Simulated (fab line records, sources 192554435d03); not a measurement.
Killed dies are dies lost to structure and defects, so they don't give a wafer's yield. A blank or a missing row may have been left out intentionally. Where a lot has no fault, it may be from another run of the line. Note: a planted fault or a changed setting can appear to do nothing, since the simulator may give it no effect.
Chamber matching / flow n5-finfet / N5_BEOL_M9_CURE_72 on uv-cure-03 has 3 sister chambers
The step cures SiCOH lowk, time 120 s. 3 wafers are shown with their chamber, then 8 later ones without.

WAFERS, EACH WITH ITS CHAMBER
wafer=L078.6 chamber=0 wafer_temp_C_max=371.1
wafer=L092.4 chamber=2 wafer_temp_C_max=371.4
wafer=L089.1 chamber=1 wafer_temp_C_max=372.0

WAFERS MISSING THEIR CHAMBER
wafer=L089.3 wafer_temp_C_max=372.0
wafer=L089.5 wafer_temp_C_max=371.5
wafer=L090.1 wafer_temp_C_max=371.3
wafer=L090.2 wafer_temp_C_max=371.2
wafer=L090.3 wafer_temp_C_max=371.2
wafer=L097.3 wafer_temp_C_max=371.6
wafer=L097.5 wafer_temp_C_max=371.1
wafer=L097.6 wafer_temp_C_max=371.0

WHICH CHAMBER EACH WENT THROUGH
wafer=L089.3; from the rows above=1; in truth=1
wafer=L089.5; from the rows above=2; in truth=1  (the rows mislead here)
wafer=L090.1; from the rows above=can't be placed: 2 or 0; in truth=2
wafer=L090.2; from the rows above=can't be placed: 0 or 2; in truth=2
wafer=L090.3; from the rows above=can't be placed: 0 or 2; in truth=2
wafer=L097.3; from the rows above=can't be placed: 2 or 1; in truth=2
wafer=L097.5; from the rows above=0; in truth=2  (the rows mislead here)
wafer=L097.6; from the rows above=0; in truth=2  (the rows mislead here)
1 of 8 placed correctly. Unplaceable from these rows: 4, with the true chamber sitting among the candidates in 4. Wrongly placed: 3.
How it was worked out, from the rows above alone: a wafer's distance from a chamber is the root of the sum, over the readings, of the square of ((its reading less the chamber's mean) divided by the reading's scatter). The wafer belongs to the nearest chamber; if the next one is less than 2 further off, it can't be placed. For every chamber, the mean is computed from those of its wafers that are shown. The scatter: root of mean squared gap, hidden wafer to nearest shown wafer, with one shown wafer a chamber.
